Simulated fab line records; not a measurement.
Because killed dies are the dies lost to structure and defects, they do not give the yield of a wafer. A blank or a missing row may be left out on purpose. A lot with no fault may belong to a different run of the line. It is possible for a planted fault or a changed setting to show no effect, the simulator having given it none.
Code-filled problem report in 8D (eight disciplines) form ; flow nand-harc ; the parts of the form that need people (team, actions taken, sign-off) are left out

1. THE ISSUE
Mean of oes-product-au at NHARC_A_STAIRCASE_TRIM_16: 0.815 a.u. across 3 wafers in 3 lots; on wafers with no fault it is 1.000 a.u. (standard deviation 0.01). Relative to the usual mean, that is a shift of -18 standard deviations.
The step: chemistry O2, time 211.2 s.
Earliest sighting: wafer L123.3 on rie-diel-13 at day 13 12:34. The record has a number at this step for 35 wafers belonging to 12 lots. Rule for "out", or "out of limits": more than 4 standard deviations from the usual mean. Any other wafer with a number is counted as sound.

2. WHAT IT IS; WHAT IT IS NOT
question;is;is not
which readings at this step;oes-product-au;drypump-motor-current-A, rf-vpp-V, showerhead-plenum-p-Torr
which lots;L123, L124, L126;L112, L118, L119, L120, L129, L132, L133, L134, L135
which wafers of those lots;L123.3, L124.3, L126.6;L123.1, L124.1, L124.4, L126.2, L126.5
read on which tools;rie-diel-13;rie-diel-03, rie-diel-06
when;from day 13 12:34;"up to then (13 sound wafers); but 19 sound wafers of L124, L126, L129, L132, L133, L134, L135 came after"

3. WHAT RULES OUT EACH SUSPECT
Counting: any tool at a process step up to the reading remains a suspect provided it ran every lot that is out. Sound lots after the first of them don't rule it out here, since some wafers of a struck lot are sound.
- rie-diel-13 at NHARC_A_STAIRCASE_TRIM_14 (chemistry O2, time 211.2 s): kept. Every lot that is out went through it, the first being L123 (day 13 12:34); the last sound lot it ran before that was L119 (day 12 08:37). NHARC_A_STAIRCASE_TRIM_14 gives no start for some lots, so the hours and the order of its lots are those of NHARC_A_STAIRCASE_TRIM_16.
- rie-diel-13 at NHARC_A_STAIRCASE_TRIM_16 (chemistry O2, time 211.2 s): kept. Every lot that is out went through it, the first being L123 (day 13 12:34); the last sound lot it ran before that was L119 (day 12 08:37). Its own readings are out on those wafers: oes-product-au.
The count leaves rie-diel-13 at NHARC_A_STAIRCASE_TRIM_16 and rie-diel-13 at NHARC_A_STAIRCASE_TRIM_14.

4. THE CAUSE (what the simulator had put in)
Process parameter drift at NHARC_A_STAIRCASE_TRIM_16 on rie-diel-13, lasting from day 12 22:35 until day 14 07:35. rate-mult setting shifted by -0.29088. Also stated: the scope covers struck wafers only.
2 suspects survive the count, and this tool is in that group.

5. THE CHAIN OF EFFECTS, in route order
Each row: a reading whose mean over the struck wafers that have a number lies more than 3 standard deviations from the usual. Only readings whose record carries a usual standard deviation are examined. hours: median over the lots of the time between each lot's start at the first step of this table that gives one and its start at this step. sigmas: the change, counted in usual standard deviations.
hours;step;reading;usual;on struck wafers;change;sigmas
0;NHARC_A_STAIRCASE_TRIM_16;oes-product-au;1.000 a.u.;0.815;-0.185;-18
It contains these process steps:
- NHARC_A_STAIRCASE_TRIM_16: chemistry O2, time 211.2 s.

6. WHAT WOULD HAVE CAUGHT IT SOONER
First out-of-limits reading in this record: day 13 12:34, which is 14 hours after fault onset at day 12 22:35.
